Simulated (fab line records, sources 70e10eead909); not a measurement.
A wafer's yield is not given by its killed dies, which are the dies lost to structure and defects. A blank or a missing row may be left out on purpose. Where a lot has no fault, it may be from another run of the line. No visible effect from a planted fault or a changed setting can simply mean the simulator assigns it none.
A lot that was struck, set against a sound lot / flow nandHarc / 13 out of 1159 route steps
Sound: wafers L582.1, L582.5, L582.6. Wafers struck: L573.2, L573.3, L573.5. The cause is named last.
For every step that has rows: the tool of each side, followed by ch and its chambers, followed by its first start. Under that, the readings that differ: sound wafers / struck wafers / difference of the means / sigmas: that difference in standard deviations of wafers without a fault.
alike: same words and numbers on both sides, and readings whose means sit less than 2 such deviations apart. not compared: any withheld reading, any reading some wafer has no value for, any bound like >300 that may hide the same value, and any number with overlapping values for which the record gives no deviation.
The two part at a step that has a row with sigmas, a row that says differs or no value, or rows on one side only. Numbers that have no deviation but don't overlap get no sigmas and don't part them. A reading missing from all wafers of one side parts the sides only when that side holds two or more wafers.

NHARC_P_M2_DEGAS_29: time 60 s.
  sound: pvdSputter-01 at day 11 09:20; struck: pvdSputter-03 at day 9 03:07
  alike: heaterPowerW
then, 1 step without rows for these wafers: NHARC_P_M2_PRE_CLEAN_30 (time 30 s).
NHARC_P_M2_PVD_20: deposits TaN, target thk 5 nm, time 8.06 s.
  sound on pvdSputter-01; struck on pvdSputter-03
  alike: throttleValvePct
NHARC_P_M2_PVD_21: deposits Cu, target thk 30 nm, time 20.49 s.
  sound on pvdSputter-01; struck on pvdSputter-03
  alike: throttleValvePct
then, 3 steps without rows for these wafers: NHARC_P_M2_ECD_22 (material Cu, target thk 400 nm); NHARC_P_M2_ANNEAL_31 (time 90 s); NHARC_P_M2_CMP_23 (polishes, t overpolish 20 s, target thk 144.3 nm).
NHARC_P_M2_THK_MEAS_24: measures by xrf.
  sound: filmMetro-02 at day 11 10:43; struck: filmMetro-02 at day 9 04:35
  alike: thkNm
after that, 1 step had no rows for these wafers: NHARC_P_M2_SRD_25.
NHARC_P_M2_INSPECT_27:
  sound: defectInspect-01 at day 11 10:53; struck: defectInspect-01 at day 9 04:45
  alike: rawDefectCount
NHARC_P_M2_PRE_CLEAN_32: time 12 s.
  sound on pecvd-04 ch 0,2, day 11 10:58; struck on pecvd-02 ch 0,2, day 9 04:49
  alike: heaterPowerW
NHARC_P_M2_DEP_33: deposits SiCN, target thk 30 nm.
  sound on pecvd-04 ch 0,2, day 11 11:05; struck on pecvd-02 ch 0,2, day 9 04:54
  no value came back on the struck wafers for chamberPressureTorr (Torr), heaterPowerOuterW (W), heaterPowerW (W); on the sound wafers chamberPressureTorr (Torr) reads 3.014 3.004 3.013
NHARC_P_BONDPAD_DEP_00: deposits SiCN, target thk 250 nm.
  sound on pecvd-01 ch 0,1,2, day 11 11:32; struck on pecvd-02 ch 0,1,2, day 9 05:17
  alike: chamberPressureTorr, heaterPowerOuterW, heaterPowerW

== WHERE THEY PART ==
Within this record, at NHARC_P_M2_DEP_33 only. Later steps at which nothing parts them and some readings are alike: NHARC_P_BONDPAD_DEP_00.

WHY: what the simulator had put in
Whole step skipped at NHARC_P_M2_DEP_33 on pecvd-02, starting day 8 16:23. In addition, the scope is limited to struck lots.
